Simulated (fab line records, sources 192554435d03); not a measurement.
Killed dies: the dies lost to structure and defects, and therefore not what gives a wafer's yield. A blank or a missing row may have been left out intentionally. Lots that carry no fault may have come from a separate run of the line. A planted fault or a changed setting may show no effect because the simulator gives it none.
fab line records + flow n5Finfet + part 2 of 2: steps 8 to 8 of 8
[record]
- lots = 11
- wafers = 33
- lastDay = 18
route steps=1938 shown BEOL_M5@1152 BEOL_M15@1830
lots that met no fault: from a run of the same line without faults
startH: the number of hours between the record's first day and the start of the first shown wafer of the lot + waitH: hours from the lot's prior step to this one + " identical to the entry in the row above + L1.1+2: a row that stands for several wafers + - no value present, or no start provided + * or withheld: withheld + < > ~ a bound
route shown NAME@n: a module of which the file shows steps, and the number in the route of the first + usual: the fault-free wafers' mean and standard deviation + same: alike in all rows + chamber/n: place in a boat + sites: per-site readings + _std_site: standard deviation of those values + _edge_site: outer sites' mean less inner sites' + radiusMm: for every site, how far away it sits from the centre of the wafer + mask NAME#n: copy n + behind: the last tool/chamber to shape the wafer + hold: why the lot went on hold/how many hours it stayed there/how the hold came to an end + device: names the non-switching transistor (n, p or np) + end of line: the route-end tests of the same wafers + a step with no rows: only its recipe + killed: count of dies lost to structure and defects at first sort (not the wafer's yield) + map: per-die view of a wafer (x killed, . not killed, _ where there is no die)
set.NAME: the run value of the setting; set.NAME@STEP: its run value at that earlier step + model.NAME: the simulator's own value behind a step, which no gauge read
one table for each step of the route and one row for each wafer, over a sample of lots
services: a tool's chamber out of use, with start hour (startH, from the record's first day; less than 0 if before it), hours out, and reason
[[steps]]
[step N5_BEOL_M15_RC_MEAS_101]
[usual]
- COMB_M10 = 1.58e-11/2.6e-12
- COMB_M11 = 1.48e-11/2.9e-12
- COMB_M12 = 7e-12/1.5e-12
- COMB_M13 = 5.5e-12/1.2e-12
- COMB_M13_max_site = 7.5e-12/1.9e-12
- COMB_M14 = 4.3e-12/9.2e-13
- COMB_M14_max_site = 5.9e-12/1.4e-12
- COMB_M15 = 3.2e-12/6.1e-13
- COMB_M6 = 2.6e-11/5.4e-12
- COMB_M7 = 2.6e-11/4.9e-12
- COMB_M8 = 2.6e-11/5.3e-12
- COMB_M9 = 1.47e-11/2.8e-12
- COMB_M9_max_site = 2.1e-11/4.8e-12
- SERP_M10 = 3.03/0.07
- SERP_M10_max_site = 3.12/0.08
- SERP_M11 = 3.08/0.072
- SERP_M12 = 0.636/0.014
- SERP_M13 = 0.312/0.0054
- SERP_M14 = 0.161/0.0035
- SERP_M5 = 39.4/1.4
- SERP_M5_max_site = 40.7/1.6
- SERP_M6 = 13.8/0.53
- SERP_M7 = 13.9/0.58
- SERP_M8 = 13.8/0.52
- SERP_M8_max_site = 14.3/0.56
- SERP_M9 = 3.08/0.077
| lot.wafer | tool      | chamber | startH | waitH | COMB_M10[S/m] | COMB_M11[S/m] | COMB_M12[S/m] | COMB_M13[S/m] | COMB_M13_max_site[S/m] | COMB_M14[S/m] | COMB_M14_max_site[S/m] | COMB_M15[S/m] | COMB_M6[S/m] | COMB_M7[S/m] | COMB_M8[S/m] | COMB_M9[S/m] | COMB_M9_max_site[S/m] | SERP_M10[ohm/um] | SERP_M10_max_site[ohm/um] | SERP_M11[ohm/um] | SERP_M12[ohm/um] | SERP_M13[ohm/um] | SERP_M14[ohm/um] | SERP_M5[ohm/um] | SERP_M5_max_site[ohm/um] | SERP_M6[ohm/um] | SERP_M7[ohm/um] | SERP_M8[ohm/um] | SERP_M8_max_site[ohm/um] | SERP_M9[ohm/um] |
|-----------|-----------|---------|--------|-------|---------------|---------------|---------------|---------------|------------------------|---------------|------------------------|---------------|--------------|--------------|--------------|--------------|-----------------------|------------------|---------------------------|------------------|------------------|------------------|------------------|-----------------|--------------------------|-----------------|-----------------|-----------------|--------------------------|-----------------|
| L326.3    | prober-02 | 0       | 284.95 | 0.3   | 1.99e-11      | 1.87e-11      | 6.5e-12       | 5.6e-12       | 6.5e-12                | 4.4e-12       | 6.4e-12                | 3.7e-12       | 2.7e-11      | 2.2e-11      | 2.7e-11      | 1.76e-11     | 2.1e-11               | 2.96             | 3.00                      | 3.17             | 0.672            | 0.314            | 0.160            | 43.6            | 45.2                     | 14.1            | 13.6            | 14.0            | 14.1                     | 3.17            |
| L326.5    | "         | 0       | "      | "     | 2.33e-11      | 1.74e-11      | 8.7e-12       | 6.5e-12       | 7.3e-12                | 4.3e-12       | 4.5e-12                | 3.6e-12       | 2.8e-11      | 2e-11        | 2e-11        | 1.48e-11     | 1.8e-11               | 3.03             | 3.12                      | 3.07             | 0.661            | 0.316            | 0.161            | 40.2            | 41.7                     | 13.5            | 13.4            | 14.8            | 15.7                     | 3.13            |
| L326.6    | "         | 0       | "      | "     | 1.77e-11      | 1.88e-11      | 6.8e-12       | 5.9e-12       | 7.9e-12                | 4.4e-12       | 5.9e-12                | 4.1e-12       | 3.7e-11      | 2.4e-11      | 2e-11        | 1.38e-11     | 2.1e-11               | 2.96             | 2.99                      | 3.06             | 0.650            | 0.312            | 0.160            | 40.1            | 42.0                     | 13.0            | 13.7            | 13.8            | 14.3                     | 3.07            |
| L328.1    | prober-01 | 0       | 293.80 | 0.0   | 1.34e-11      | 1.89e-11      | 6.9e-12       | 4.1e-12       | 5.3e-12                | 4.1e-12       | 5.1e-12                | 2.3e-12       | 2e-11        | 2.5e-11      | 2.6e-11      | 1.52e-11     | 2.4e-11               | 3.07             | 3.11                      | 3.06             | 0.627            | 0.310            | 0.157            | 38.2            | 38.7                     | 13.8            | 14.5            | 13.9            | 14.4                     | 3.17            |
| L328.3    | "         | 0       | "      | "     | 1.62e-11      | 1.55e-11      | 8.8e-12       | 4.6e-12       | 6.3e-12                | 3.5e-12       | 4.7e-12                | 3e-12         | 3.1e-11      | 2.4e-11      | 2.4e-11      | 1.33e-11     | 2.2e-11               | 3.00             | 3.18                      | 3.07             | 0.636            | 0.308            | 0.158            | 39.8            | 41.2                     | 13.9            | 13.8            | 15.0            | 15.2                     | 3.23            |
| L328.4    | "         | 0       | "      | "     | 1.37e-11      | 2.2e-11       | 7.8e-12       | 5.6e-12       | 7.4e-12                | 3.4e-12       | 4.3e-12                | 3.2e-12       | 2.7e-11      | 3.5e-11      | 2.5e-11      | 1.36e-11     | 1.8e-11               | 3.09             | 3.18                      | 3.07             | 0.636            | 0.313            | 0.154            | 39.9            | 41.1                     | 13.0            | 13.9            | 14.3            | 14.9                     | 3.22            |
| L329.1    | prober-02 | 0       | 311.34 | 0.0   | 1.5e-11       | 1.04e-11      | 1.01e-11      | 4.5e-12       | 5.7e-12                | 6.1e-12       | 9.8e-12                | 4.1e-12       | 2.4e-11      | 3e-11        | 2.3e-11      | 1.9e-11      | 2.7e-11               | 2.98             | 3.11                      | 2.94             | 0.639            | 0.310            | 0.161            | 38.4            | 38.9                     | 14.2            | 13.8            | 13.3            | 13.9                     | 3.13            |
| L329.3    | "         | 0       | "      | "     | 1.75e-11      | 1.72e-11      | 9e-12         | 5.2e-12       | 7.7e-12                | 5.1e-12       | 6e-12                  | 3.5e-12       | 3.4e-11      | 2.7e-11      | 1.9e-11      | 1.64e-11     | 2.5e-11               | 2.95             | 3.02                      | 3.03             | 0.645            | 0.314            | 0.168            | 37.8            | 39.2                     | 15.2            | 14.7            | 13.4            | 13.6                     | 3.05            |
| L329.4    | "         | 0       | "      | "     | 1.55e-11      | 1.39e-11      | 7.4e-12       | 6e-12         | 7.6e-12                | 5.6e-12       | 7.9e-12                | 3.1e-12       | 3e-11        | 3.8e-11      | 2.5e-11      | 2.07e-11     | 3.7e-11               | 2.96             | 3.04                      | 3.05             | 0.646            | 0.311            | 0.159            | 40.1            | 41.6                     | 13.7            | 14.4            | 13.8            | 14.5                     | 3.17            |
| L332.4    | prober-02 | 0       | 318.12 | 0.5   | 1.29e-11      | 1e-11         | 7.2e-12       | 4.7e-12       | 5.8e-12                | 4e-12         | 5.7e-12                | 4e-12         | 3.2e-11      | 2.4e-11      | 3.1e-11      | 1.76e-11     | 3.1e-11               | 2.96             | 3.03                      | 3.12             | 0.641            | 0.305            | 0.160            | 38.4            | 39.5                     | 14.0            | 14.7            | 14.7            | 15.2                     | 3.28            |
| L332.5    | "         | 0       | "      | "     | 1.58e-11      | 1.5e-11       | 6.4e-12       | 7.2e-12       | 1.04e-11               | 4.9e-12       | 6.6e-12                | 3.5e-12       | 2.8e-11      | 3.2e-11      | 3.5e-11      | 1.42e-11     | 1.8e-11               | 2.96             | 3.03                      | 3.09             | 0.635            | 0.311            | 0.160            | 41.7            | 42.6                     | 13.6            | 14.5            | 13.8            | 14.1                     | 3.17            |
| L332.6    | "         | 0       | "      | "     | 1.65e-11      | 1.34e-11      | 5.9e-12       | 4.5e-12       | 6.3e-12                | 5.5e-12       | 8e-12                  | 3.6e-12       | 1.9e-11      | 2.6e-11      | 3.6e-11      | 1.58e-11     | 2.1e-11               | 3.06             | 3.11                      | 3.24             | 0.619            | 0.319            | 0.165            | 38.5            | 39.2                     | 13.6            | 13.9            | 14.4            | 14.6                     | 3.16            |
| L331.3    | prober-02 | 0       | 321.12 | 0.3   | 1.47e-11      | 1.98e-11      | 7.4e-12       | 5.9e-12       | 1e-11                  | 4.4e-12       | 5.4e-12                | 3.8e-12       | 2.2e-11      | 3.9e-11      | 2e-11        | 1.69e-11     | 3.5e-11               | 3.08             | 3.14                      | 3.07             | 0.646            | 0.315            | 0.161            | 73.8            | 76.9                     | 14.5            | 13.6            | 12.8            | 13.5                     | 3.10            |
| L331.5    | "         | 0       | "      | "     | 1.75e-11      | 1.43e-11      | 7.5e-12       | 6.3e-12       | 9e-12                  | 3.4e-12       | 5.1e-12                | 2.9e-12       | 3e-11        | 2.7e-11      | 2.4e-11      | 1.64e-11     | 2.4e-11               | 3.07             | 3.17                      | 3.06             | 0.639            | 0.314            | 0.163            | 72.4            | 74.2                     | 13.9            | 13.9            | 13.9            | 14.2                     | 3.04            |
| L331.6    | "         | 0       | "      | "     | 1.26e-11      | 1.79e-11      | 8.4e-12       | 4.5e-12       | 5.6e-12                | 3.9e-12       | 5.8e-12                | 3.2e-12       | 2.9e-11      | 2.3e-11      | 2.2e-11      | 1.13e-11     | 1.6e-11               | 3.04             | 3.09                      | 3.08             | 0.625            | 0.305            | 0.157            | 40.5            | 41.7                     | 14.0            | 13.7            | 12.6            | 13.0                     | 2.99            |
| L333.4    | prober-01 | 0       | 330.92 | 0.5   | 1.52e-11      | 1.86e-11      | 5.4e-12       | 7e-12         | 8.3e-12                | 3.8e-12       | 4.7e-12                | 2.5e-12       | 2.2e-11      | 3.3e-11      | 1.8e-11      | 1.13e-11     | 1.6e-11               | 2.99             | 3.08                      | 3.16             | 0.631            | 0.321            | 0.161            | 74.9            | 77.2                     | 13.8            | 13.6            | 14.1            | 14.4                     | 3.09            |
| L333.5    | "         | 0       | "      | "     | 1.6e-11       | 1.78e-11      | 7e-12         | 5.6e-12       | 6.7e-12                | 4.8e-12       | 6.2e-12                | 3e-12         | 2.3e-11      | 2.2e-11      | 2.6e-11      | 1.38e-11     | 2e-11                 | 3.05             | 3.11                      | 3.13             | 0.649            | 0.315            | 0.162            | 75.5            | 76.5                     | 14.4            | 14.6            | 14.7            | 15.5                     | 3.19            |
| L333.6    | "         | 0       | "      | "     | 1.94e-11      | 1.51e-11      | 4.7e-12       | 5.3e-12       | 7.3e-12                | 5.1e-12       | 7.1e-12                | 2.9e-12       | 2e-11        | 3.4e-11      | 2.9e-11      | 9.9e-12      | 1.7e-11               | 2.96             | 3.03                      | 3.18             | 0.629            | 0.312            | 0.158            | 40.4            | 42.5                     | 14.2            | 14.2            | 13.2            | 14.1                     | 3.13            |
| L338.2    | prober-01 | 0       | 342.95 | 0.2   | 1.16e-11      | 1.68e-11      | 6.1e-12       | 5e-12         | 6.3e-12                | 4.3e-12       | 6.4e-12                | 3.4e-12       | 3.4e-11      | 2.7e-11      | 2.8e-11      | 1.38e-11     | 1.8e-11               | 3.05             | 3.10                      | 3.04             | 0.651            | 0.309            | 0.154            | 38.8            | 39.7                     | 13.9            | 14.4            | 13.4            | 13.5                     | 3.01            |
| L338.4    | "         | 0       | "      | "     | 1.29e-11      | 1.14e-11      | 7.7e-12       | 6.4e-12       | 9.4e-12                | 4.5e-12       | 7.3e-12                | 3.5e-12       | 2.9e-11      | 1.9e-11      | 3.6e-11      | 1.61e-11     | 2e-11                 | 3.11             | 3.20                      | 3.00             | 0.647            | 0.306            | 0.164            | 78.0            | 81.1                     | 13.6            | 14.4            | 13.7            | 14.3                     | 3.04            |
| L338.5    | "         | 0       | "      | "     | 1.95e-11      | 1.29e-11      | 5.8e-12       | 5.4e-12       | 6.3e-12                | 4.6e-12       | 7.1e-12                | 3.4e-12       | 2.8e-11      | 2.4e-11      | 2.6e-11      | 1.34e-11     | 1.8e-11               | 3.10             | 3.21                      | 3.11             | 0.629            | 0.310            | 0.155            | 68.3            | 70.1                     | 14.2            | 14.8            | 13.1            | 13.7                     | 3.13            |
| L343.2    | prober-01 | 0       | 381.40 | 0.2   | 1.9e-11       | 1.27e-11      | 5.6e-12       | 6e-12         | 8.5e-12                | 2.7e-12       | 5.3e-12                | 2.3e-12       | 3.4e-11      | 1.9e-11      | 2.9e-11      | 1.35e-11     | 1.5e-11               | 3.05             | 3.08                      | 3.06             | 0.671            | 0.314            | 0.159            | 40.9            | 42.3                     | 14.3            | 13.8            | 13.5            | 14.1                     | 3.23            |
| L343.3    | "         | 0       | "      | "     | 1.56e-11      | 1.43e-11      | 5.1e-12       | 4.6e-12       | 6e-12                  | 2.8e-12       | 4.4e-12                | 2.5e-12       | 3.2e-11      | 2.6e-11      | 2.3e-11      | 1.37e-11     | 2e-11                 | 3.04             | 3.12                      | 3.04             | 0.643            | 0.306            | 0.165            | 42.0            | 43.4                     | 13.9            | 12.7            | 13.5            | 13.8                     | 3.07            |
| L343.5    | "         | 0       | "      | "     | 1.7e-11       | 1.78e-11      | 5e-12         | 7.1e-12       | 1.26e-11               | 3.4e-12       | 4.6e-12                | 2.8e-12       | 2.5e-11      | 2e-11        | 2.6e-11      | 1.33e-11     | 2.1e-11               | 3.19             | 3.27                      | 3.13             | 0.634            | 0.312            | 0.164            | 40.9            | 41.6                     | 13.3            | 13.7            | 13.5            | 14.2                     | 3.19            |
| L342.2    | prober-02 | 0       | 387.88 | 0.2   | 1.44e-11      | 1.45e-11      | 7.8e-12       | 4.5e-12       | 6e-12                  | 5.6e-12       | 6.1e-12                | 3.8e-12       | 2.7e-11      | 2.9e-11      | 2.7e-11      | 1.68e-11     | 2.5e-11               | 3.11             | 3.22                      | 3.10             | 0.619            | 0.307            | 0.158            | 38.2            | 40.0                     | 14.7            | 14.0            | 13.3            | 13.8                     | 3.08            |
| L342.3    | "         | 0       | "      | "     | 1.3e-11       | 1.65e-11      | 7.8e-12       | 5.3e-12       | 6.2e-12                | 5.2e-12       | 8.1e-12                | 3.3e-12       | 1.8e-11      | 2.3e-11      | 3.3e-11      | 1.42e-11     | 1.6e-11               | 3.01             | 3.06                      | 2.91             | 0.611            | 0.311            | 0.157            | 38.5            | 39.4                     | 14.2            | 14.3            | 14.3            | 15.2                     | 3.03            |
| L342.6    | "         | 0       | "      | "     | 1.32e-11      | 1.2e-11       | 6.8e-12       | 5.4e-12       | 7.4e-12                | 3e-12         | 3.9e-12                | 3.8e-12       | 3.7e-11      | 2.6e-11      | 2.1e-11      | 1.75e-11     | 2.5e-11               | 2.92             | 3.01                      | 3.04             | 0.623            | 0.322            | 0.157            | 39.0            | 42.8                     | 13.9            | 13.8            | 14.1            | 14.9                     | 3.02            |
| L345.1    | prober-02 | 0       | 407.94 | 0.0   | 1.8e-11       | 1.26e-11      | 5.5e-12       | 5.2e-12       | 7e-12                  | 5.2e-12       | 6.8e-12                | 3.2e-12       | 1.8e-11      | 2.5e-11      | 2.4e-11      | 1.27e-11     | 2.1e-11               | 3.06             | 3.13                      | 3.16             | 0.635            | 0.299            | 0.159            | 38.0            | 39.1                     | 14.1            | 13.7            | 13.6            | 14.1                     | 3.12            |
| L345.4    | "         | 0       | "      | "     | 1.68e-11      | 1.3e-11       | 6.5e-12       | 6.4e-12       | 7.6e-12                | 4.3e-12       | 5.7e-12                | 4e-12         | 2.6e-11      | 2.8e-11      | 2.6e-11      | 1.51e-11     | 2.1e-11               | 2.94             | 3.01                      | 3.16             | 0.613            | 0.319            | 0.157            | 42.0            | 43.1                     | 14.2            | 13.6            | 14.1            | 14.4                     | 2.94            |
| L345.5    | "         | 0       | "      | "     | 1.39e-11      | 1.06e-11      | 6e-12         | 7.3e-12       | 9.8e-12                | 3.7e-12       | 4.4e-12                | 3.7e-12       | 2.1e-11      | 2.8e-11      | 3.4e-11      | 1.56e-11     | 2.3e-11               | 3.07             | 3.17                      | 3.12             | 0.629            | 0.309            | 0.160            | 37.9            | 40.3                     | 13.8            | 14.1            | 13.7            | 13.9                     | 3.18            |
| L347.2    | prober-02 | 0       | 422.42 | 0.2   | 1.8e-11       | 1.17e-11      | 8.2e-12       | 6.7e-12       | 9.4e-12                | 6.3e-12       | 7.9e-12                | 3.1e-12       | 2.6e-11      | 2.1e-11      | 2.2e-11      | 1.48e-11     | 2.2e-11               | 2.90             | 3.02                      | 3.02             | 0.626            | 0.313            | 0.158            | 39.1            | 39.9                     | 14.3            | 15.1            | 13.8            | 14.3                     | 3.09            |
| L347.3    | "         | 0       | "      | "     | 1.7e-11       | 1.63e-11      | 7.2e-12       | 4.6e-12       | 7.3e-12                | 5.8e-12       | 7.8e-12                | 2.9e-12       | 2.9e-11      | 2.8e-11      | 2.6e-11      | 2.11e-11     | 2.5e-11               | 2.97             | 3.19                      | 3.05             | 0.601            | 0.311            | 0.162            | 37.8            | 39.0                     | 13.5            | 14.9            | 13.5            | 14.5                     | 3.03            |
| L347.5    | "         | 0       | "      | "     | 1.46e-11      | 1.41e-11      | 8e-12         | 5.6e-12       | 7.8e-12                | 4.5e-12       | 5.9e-12                | 3.7e-12       | 1.7e-11      | 2.5e-11      | 2.3e-11      | 1.93e-11     | 2.5e-11               | 2.91             | 2.98                      | 3.07             | 0.648            | 0.310            | 0.161            | 39.7            | 41.4                     | 13.8            | 14.2            | 13.7            | 14.3                     | 2.99            |
// sites SERP_M5 radiusMm=0,75,75,75,75,140,140,140,140
L326.3 45.2 43.8 44.0 44.1 43.6 39.1 40.3 38.6 40.3
L328.1 38.3 38.7 38.6 38.2 38.2 36.8 35.9 36.7 35.5
L329.1 38.4 38.5 38.9 38.4 38.4 38.4 37.0 37.9 37.5
L332.4 38.5 39.3 39.5 38.5 38.4 35.8 36.0 35.3 35.2
L331.3 76.9 75.7 74.2 73.8 75.9 68.7 67.4 69.5 68.0
L333.4 77.2 75.8 75.1 75.3 74.9 73.5 72.5 69.1 73.8
L338.2 39.0 39.7 38.8 38.3 39.4 39.2 37.6 37.6 38.3
L343.2 41.3 41.2 42.0 40.9 42.3 40.1 39.5 39.1 40.2
L342.2 36.0 37.4 38.6 36.9 36.7 39.5 39.7 38.2 40.0
L345.1 37.4 38.5 38.0 39.1 37.8 38.0 37.6 38.3 36.2
L347.2 38.0 39.1 38.9 39.3 39.1 39.9 38.4 39.4 38.3
[[services]]
| tool          | chamber | startH | hours | kind                         |
|---------------|---------|--------|-------|------------------------------|
| rieDiel-02    | 0       | 174.77 | -     | clean                        |
| rieDiel-02    | 0       | 174.77 | -     | consumableReplace:focusRing  |
| rieDiel-02    | 0       | 174.77 | 19.6  | scheduledDown                |
| rieDiel-02    | 0       | 174.77 | 19.6  | ventCycle                    |
| rieDiel-04    | 0       | 176.83 | 7.2   | repair                       |
| rieDiel-02    | 1       | 194.32 | -     | clean                        |
| rieDiel-02    | 1       | 194.32 | -     | consumableReplace:focusRing  |
| rieDiel-02    | 1       | 194.32 | 25.5  | scheduledDown                |
| rieDiel-02    | 1       | 194.32 | 25.5  | ventCycle                    |
| rieDiel-04    | 0       | 204.06 | 8.8   | repair                       |
| rieDiel-04    | 1       | 225.88 | -     | clean                        |
| rieDiel-04    | 1       | 225.88 | -     | consumableReplace:focusRing  |
| rieDiel-04    | 1       | 225.88 | 31.8  | scheduledDown                |
| rieDiel-04    | 1       | 225.88 | 31.8  | ventCycle                    |
| rieDiel-02    | 1       | 257.11 | 6.0   | repair                       |
| rieDiel-04    | 0       | 284.54 | 18.3  | repair                       |
| rieDiel-02    | 3       | 293.80 | 6.4   | repair                       |
| rieDiel-04    | 0       | 307.97 | -     | clean                        |
| rieDiel-04    | 0       | 307.97 | -     | consumableReplace:focusRing  |
| rieDiel-04    | 0       | 307.97 | -     | consumableReplace:showerhead |
| rieDiel-04    | 0       | 307.97 | 12.6  | scheduledDown                |
| rieDiel-04    | 0       | 307.97 | 12.6  | ventCycle                    |
| pvdSputter-02 | -       | 310.46 | 4.5   | repair                       |
| rieDiel-03    | 0       | 318.87 | 4.7   | repair                       |
[[key]]
[firstSign]
- step = N5_BEOL_M5_TRENCH_ETCH_37
- reading = oesProductAu
- direction = down
- sigmas = 2.4
- usual = 0.79
- struck = 0.57
[effect]
- step = N5_BEOL_M5_OCD_MEAS_38
- reading = trenchDepthNm
- direction = down
- sigmas = 25
- usual = 71.3
- struck = 46.8
[effect]
- step = N5_BEOL_M5_THK_MEAS_53
- reading = M5_THK
- direction = down
- sigmas = 17
- usual = 61.3
- struck = 36.3
[effect]
- step = N5_BEOL_M5_RS_MEAS_57
- reading = M5_RS
- direction = up
- sigmas = 35
- usual = 0.390
- struck = 0.756
[effect]
- step = N5_BEOL_M15_RC_MEAS_101
- reading = SERP_M5
- direction = up
- sigmas = 24
- usual = 39.4
- struck = 73.8
metAt N5_BEOL_M5_TRENCH_ETCH_37
struckLots L331,L333,L338
struckWafers L331.3,L331.5,L333.4,L333.5,L338.4,L338.5
sortLeftOut L331.3,L331.5,L333.4,L333.5,L338.4,L338.5
notActingAt N5_BEOL_M5_ETCH_75,N5_BEOL_M5_ETCH_41,N5_BEOL_M5_SURFACE_TREAT_87
onsetBetween 222.74 231.80
[fault]
- kind = processParameterDrift
- tool = rieDiel-04
- chamber = -
- onsetH = 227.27
- steps = N5_BEOL_M5_TRENCH_ETCH_37
- channel = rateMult
- offset = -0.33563
- shape = step
- endH = 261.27
- scope = struckWafersOnly
// sortLeftOut: the simulated sort isn't trusted on such a fault, so these wafers' sort isn't shown, and their yield isn't known
